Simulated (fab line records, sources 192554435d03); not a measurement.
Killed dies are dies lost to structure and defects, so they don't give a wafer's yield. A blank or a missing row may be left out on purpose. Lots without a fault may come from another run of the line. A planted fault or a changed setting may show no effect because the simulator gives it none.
Chamber matching | flow n5_finfet | N5_SDB_STRIP_21 on rie_diel-01: 4 sister chambers
The step strips in CF4. 8 wafers are shown with their chamber, then 8 later ones without.

WAFERS WITH THEIR CHAMBER
wafer  | chamber | drypump_motor_current_A (A) | showerhead_plenum_p_Torr (Torr)
L078.3 | 0       | 6.3                         | 1.84
L078.4 | 2       | 5.3                         | 1.86
L085.2 | 3       | 6.0                         | 1.82
L087.5 | 2       | 5.3                         | 1.85
L090.1 | 3       | 6.0                         | 1.82
L090.3 | 1       | 5.7                         | 1.75
L090.5 | 1       | 5.8                         | 1.75
L094.3 | 0       | 6.3                         | 1.83

WAFERS WITHOUT THEIR CHAMBER
wafer  | drypump_motor_current_A (A) | showerhead_plenum_p_Torr (Torr)
L094.4 | 5.8                         | 1.74
L094.6 | 5.8                         | 1.74
L095.2 | 6.3                         | 1.82
L095.5 | 6.0                         | 1.81
L095.6 | 5.3                         | 1.85
L097.2 | 5.7                         | 1.74
L097.4 | 5.3                         | 1.85
L097.6 | 5.8                         | 1.74

WHICH CHAMBER EACH WENT THROUGH
wafer  | from the rows above | in truth
L094.4 | 1                   | 1
L094.6 | 1                   | 1
L095.2 | 0                   | 0
L095.5 | 3                   | 3
L095.6 | 2                   | 2
L097.2 | 1                   | 1
L097.4 | 2                   | 2
L097.6 | 1                   | 1
Placed correctly: 8 of 8. Can't be placed from these rows: 0. Placed wrongly: 0.
How it was worked out, from the rows above alone: a wafer's distance from a chamber is the root of the sum, over the readings, of the square of ((its reading less the chamber's mean) divided by the reading's scatter). The wafer belongs to the nearest chamber; if the next one is less than 2 further off, it can't be placed. A chamber's mean is the mean of its shown wafers. The scatter: the root of (the sum of the squares of (reading less its chamber's mean) over the shown wafers, divided by (wafers less chambers)).
